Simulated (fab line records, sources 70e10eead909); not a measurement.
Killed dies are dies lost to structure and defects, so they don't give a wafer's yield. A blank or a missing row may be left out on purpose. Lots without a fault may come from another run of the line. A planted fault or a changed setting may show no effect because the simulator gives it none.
Chamber matching | flow nand_harc | NHARC_A_STAIRCASE_DESCUM_219 on rie_diel-05: 4 sister chambers
The step chemistry O2, time 3 s. 16 wafers are shown with their chamber, then 8 later ones without.

WAFERS WITH THEIR CHAMBER
wafer  | chamber | showerhead_plenum_p_Torr (Torr) | drypump_motor_current_A (A) | rf_vpp_V (V)
L075.1 | 2       | 1.82                            | 6.3                         | 56.6
L075.2 | 3       | 1.77                            | 4.9                         | 56.6
L075.4 | 1       | 1.86                            | 6.6                         | 58.3
L076.1 | 2       | 1.82                            | 6.4                         | 56.8
L076.2 | 3       | 1.77                            | 4.9                         | 56.4
L076.6 | 1       | 1.86                            | 6.7                         | 58.8
L078.2 | 1       | 1.85                            | 6.6                         | 58.7
L078.3 | 3       | 1.77                            | 4.9                         | 57.6
L078.6 | 1       | 1.85                            | 6.6                         | 57.4
L079.1 | 3       | 1.77                            | 4.9                         | 57.8
L079.3 | 1       | 1.85                            | 6.6                         | 57.3
L079.6 | 1       | 1.85                            | 6.7                         | 57.9
L082.2 | 0       | 1.98                            | 5.5                         | 58.2
L082.3 | 1       | 1.85                            | 6.7                         | 58.0
L082.4 | 2       | 1.82                            | 6.3                         | 57.5
L092.4 | 1       | 1.84                            | 6.6                         | 57.2

SIGNATURES (means of the wafers above)
reading                  | chamber 0 | chamber 1 | chamber 2 | chamber 3 | scatter within a chamber
showerhead_plenum_p_Torr | 1.9800    | 1.8513    | 1.8200    | 1.7700    | 0.00489
drypump_motor_current_A  | 5.500     | 6.638     | 6.333     | 4.900     | 0.046
rf_vpp_V                 | 58.200    | 57.950    | 56.967    | 57.100    | 0.621
Rule: a wafer's distance from a chamber is the root of the sum, over the readings, of the square of ((its reading less the chamber's mean) divided by the reading's scatter). The wafer belongs to the nearest chamber; if the next one is less than 2 further off, it can't be placed. The scatter: the root of (the sum of the squares of (reading less its chamber's mean) over the shown wafers, divided by (wafers less chambers)).

WAFERS WITHOUT THEIR CHAMBER
wafer  | showerhead_plenum_p_Torr (Torr) | drypump_motor_current_A (A) | rf_vpp_V (V)
L092.5 | 1.97                            | 5.5                         | 57.8
L092.6 | 1.84                            | 6.6                         | 57.2
L097.2 | 2.06                            | 4.9                         | 59.8
L097.3 | 1.97                            | 5.5                         | 57.0
L097.5 | 1.80                            | 6.3                         | 58.2
L096.2 | 1.80                            | 6.3                         | 57.8
L096.3 | 1.97                            | 5.5                         | 57.9
L096.6 | 1.80                            | 6.3                         | 56.0

WHICH CHAMBER EACH WENT THROUGH
wafer  | from the rows above | in truth
L092.5 | 0                   | 0
L092.6 | 1                   | 1
L097.2 | 0                   | 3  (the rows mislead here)
L097.3 | 0                   | 0
L097.5 | 2                   | 2
L096.2 | 2                   | 2
L096.3 | 0                   | 0
L096.6 | 2                   | 2
Placed correctly: 7 of 8. Can't be placed from these rows: 0. Placed wrongly: 1.
